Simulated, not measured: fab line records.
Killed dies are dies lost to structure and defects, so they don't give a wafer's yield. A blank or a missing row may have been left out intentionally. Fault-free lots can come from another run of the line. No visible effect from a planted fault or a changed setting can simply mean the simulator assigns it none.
Which of the tools did it?    flow nand-harc    14 lots, 42 wafers sampled, at 1 step of a route of 1302

WHAT EACH GAUGE READ, for each wafer
NHARC_A_M0_INSPECT_11.
lot   measured      on                 raw-defect-count
L332  day 22 20:59  defect-inspect-01  56 83 57
L333  day 23 12:41  defect-inspect-01  54 68 58
L341  day 26 05:12  defect-inspect-01  117 143 146
L342  day 27 08:31  defect-inspect-02  113 129 98
L343  day 27 12:44  defect-inspect-02  43 43 48
L344  day 28 01:29  defect-inspect-01  20 33 25
L345  day 28 07:25  defect-inspect-02  154 154 126
L350  day 30 13:05  defect-inspect-02  93 95 105
L349  day 30 14:52  defect-inspect-01  91 85 72
L352  day 30 19:29  defect-inspect-02  63 78 76
L351  day 30 21:24  defect-inspect-01  121 131 120
L353  day 31 12:41  defect-inspect-02  100 91 68
L354  day 32 03:55  defect-inspect-01  131 143 156
L355  day 33 03:37  defect-inspect-02  135 147 141

WHAT TOOL EACH LOT RAN ON (gives the tool, then ch and the chambers of the sampled wafers, and finally the start)
There is no process step in the record ahead of these readings.

AS READ BY THE TOOLS THEMSELVES (means over the sampled wafers that have a number; for cases with no such wafer, the mark the record gives instead)
The record holds no such reading with a usual standard deviation.

THE ANSWER, worked out from the rows above alone
Rule: the lots themselves supply what counts as usual. The widest of any qualifying gaps counts: lots, ordered by their means at a reading, are off when they make up no more than a third of the lots, leave a main group of 4 or more, and stand apart from it by 3 or more times the standard deviation of that group's means. The tables above print the reading to a certain number of digits; a main group whose means all agree to those digits is not used. A lot without any number at a reading at which 4 lots or more have one is off too. Where the step has rows for the other lots, those lots are counted as sound. The gauges are gone through in route order, then the tools' own readings, and for those a lot's mean is taken as printed above. At the first step where some lot is off, the reading lying furthest off is the one used; lots without a number count as furthest.
Across all readings shown, no lot is off: no conclusion can be drawn from this.

WHAT HAD BEEN PUT IN BY THE SIMULATOR
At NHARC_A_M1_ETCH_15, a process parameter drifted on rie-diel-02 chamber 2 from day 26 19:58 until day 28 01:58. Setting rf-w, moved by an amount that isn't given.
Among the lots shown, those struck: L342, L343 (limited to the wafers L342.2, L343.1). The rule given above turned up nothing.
